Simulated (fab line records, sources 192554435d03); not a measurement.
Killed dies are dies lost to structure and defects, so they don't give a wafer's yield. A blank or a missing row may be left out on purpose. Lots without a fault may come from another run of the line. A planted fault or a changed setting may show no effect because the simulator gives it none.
One fault seen from 3 desks | flow n5_finfet | each desk has only its own numbers; what lay behind them comes last

THE METROLOGY DESK
What the gauges read, lot by lot, whatever tool the lot ran on: means of the sampled wafers that have a number. A lot is out of limits, marked OUT, if its mean lies more than 4 standard deviations from the usual mean; the brackets give that distance.
Columns: A = cd_nm at N5_BEOL_M11_CD_MEAS_11, usual 63.6 nm; B = M11_OVL at N5_BEOL_M11_OVL_MEAS_12, usual 0.2 nm
lot  | first seen here | A    | B
L382 | day 10 15:47    | 63.1 | 0.4
L383 | day 11 03:03    | 63.4 | -0.3
L395 | day 14 05:14    | 63.2 | 0.7
L393 | day 14 05:24    | 64.2 | 0.1
L394 | day 14 05:26    | 62.9 | 0.2
L391 | day 14 05:36    | 63.9 | 0.6
This desk's finding: nothing out of limits on any of the 6 lots.

THE DEFECT DESK
What the inspections along the route counted, lot by lot: means of the sampled wafers that have a number. A lot is out of limits, marked OUT, if its mean lies more than 4 standard deviations from the usual mean; the brackets give that distance.
Columns: A = raw_defect_count at N5_BEOL_M11_INSPECT_13, usual 405
lot  | first seen here | A
L382 | day 10 15:50    | 427
L383 | day 11 03:07    | 572
L395 | day 14 05:18    | 368
L393 | day 14 05:28    | 306
L394 | day 14 05:30    | 382
L391 | day 14 05:40    | 410
This desk's finding: nothing out of limits on any of the 6 lots.

THE TOOL OWNER'S DESK: rie_metal-02
The tool's own readings at N5_BEOL_M11_HM_OPEN_17 (chemistry Cl2/BCl3, target TiN, target depth 20 nm, overetch 6 nm): means of the sampled wafers that have a number, for each lot that ran on this tool. A lot is out of limits, marked OUT, if its mean lies more than 4 standard deviations from the usual mean; the brackets give that distance.
Columns: A = drypump_motor_current_A at N5_BEOL_M11_HM_OPEN_17, usual 5.8 A; B = oes_product_au at N5_BEOL_M11_HM_OPEN_17, usual 0.68 a.u.; C = throttle_valve_pct at N5_BEOL_M11_HM_OPEN_17, usual 22.2 %
lot  | first seen here | A   | B    | C
L383 | day 11 03:25    | 6.3 | 0.60 | 22.2
L395 | day 14 05:40    | 6.2 | 0.76 | 22.0
L394 | day 14 06:04    | 6.2 | 0.76 | 22.0
This desk's finding: nothing out of limits on any of the 3 lots.

PUT TOGETHER
The metrology desk saw nothing out of limits.
The defect desk saw nothing out of limits.
The tool owner's desk saw nothing out of limits.

WHAT THE SIMULATOR HAD PUT IN
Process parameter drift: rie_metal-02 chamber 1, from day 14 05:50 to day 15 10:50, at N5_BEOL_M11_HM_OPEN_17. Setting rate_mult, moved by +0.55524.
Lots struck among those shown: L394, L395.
